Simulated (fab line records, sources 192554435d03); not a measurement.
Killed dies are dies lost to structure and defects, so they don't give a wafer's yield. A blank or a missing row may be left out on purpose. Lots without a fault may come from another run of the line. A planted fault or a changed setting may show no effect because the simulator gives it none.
Which tool did it? | flow n5_finfet | 12 lots, 36 wafers sampled, at 2 steps of a route of 1938

WHAT THE GAUGES READ, wafer by wafer
N5_BEOL_M11_THK_MEAS_01.
lot  | measured     | on            | M11_ILD_THK (nm)
L571 | day 11 03:55 | film_metro-02 | 262 265 267
L572 | day 12 05:03 | film_metro-01 | 269 271 270
L573 | day 12 05:35 | film_metro-01 | 269 271 274
L574 | day 12 14:33 | film_metro-02 | 269 263 263
L581 | day 13 20:59 | film_metro-01 | 264 264 269
L587 | day 15 06:37 | film_metro-01 | 263 267 267
L585 | day 16 01:13 | film_metro-02 | 266 269 272
L589 | day 16 16:01 | film_metro-01 | 268 263 273
L588 | day 16 20:35 | film_metro-01 | 270 269 269
L590 | day 17 17:42 | film_metro-02 | 264 263 271
L592 | day 17 18:50 | film_metro-02 | 268 272 271
L591 | day 17 21:35 | film_metro-01 | 268 270 269

N5_BEOL_M11_OVL_MEAS_12.
lot  | measured     | on         | M11_OVL (nm)
L571 | day 11 05:22 | overlay-01 | 0.4 -0.9 -0.3
L572 | day 12 07:11 | overlay-02 | 0.1 -2.2 -0.7
L573 | day 12 07:29 | overlay-02 | -0.2 -1.8 -0.4
L574 | day 12 16:44 | overlay-02 | -1.6 -1.8 -1.2
L581 | day 13 22:48 | overlay-02 | -1.6 -0.8 -0.4
L587 | day 15 07:28 | overlay-01 | 0.5 0.2 -0.2
L585 | day 16 03:03 | overlay-02 | -0.2 -1.4 0.5
L589 | day 16 16:41 | overlay-01 | -0.6 -0.9 -0.3
L588 | day 16 22:14 | overlay-01 | 0.9 0.1 0.3
L590 | day 17 22:38 | overlay-01 | -0.6 -1.4 -0.1
L592 | day 17 22:47 | overlay-01 | -0.1 1.2 0.1
L591 | day 17 22:55 | overlay-02 | 0.3 -0.6 -0.3

WHICH TOOL RAN EACH LOT (tool, then ch and the chambers of the sampled wafers, then the start)
The record holds no process step before these readings.

WHAT THE TOOLS THEMSELVES READ (means of the sampled wafers that have a number; where no wafer has one, the mark that the record gives instead)
The record holds no such reading with a usual standard deviation.

THE ANSWER, worked out from the rows above alone
Rule: what is usual is taken from the lots themselves. Put in order of their means at a reading, lots are off if they are a third of the lots or fewer, leave a main group of 4 or more, and stand apart from it by a gap of 3 or more times the standard deviation of the main group's means; of several such gaps the widest counts. A main group whose means are all the same, to the digits that the tables above print for the reading, isn't used. A lot without any number at a reading at which 4 lots or more have one is off too. The other lots that the step has rows for count as sound. The gauges are gone through in route order, then the tools' own readings, and for those a lot's mean is taken as printed above. The first step at which some lot is off is used, and at that step the reading that is off furthest; a lot without a number counts as furthest.
No lot is off at any reading shown: from this, nothing can be told.

WHAT THE SIMULATOR HAD PUT IN
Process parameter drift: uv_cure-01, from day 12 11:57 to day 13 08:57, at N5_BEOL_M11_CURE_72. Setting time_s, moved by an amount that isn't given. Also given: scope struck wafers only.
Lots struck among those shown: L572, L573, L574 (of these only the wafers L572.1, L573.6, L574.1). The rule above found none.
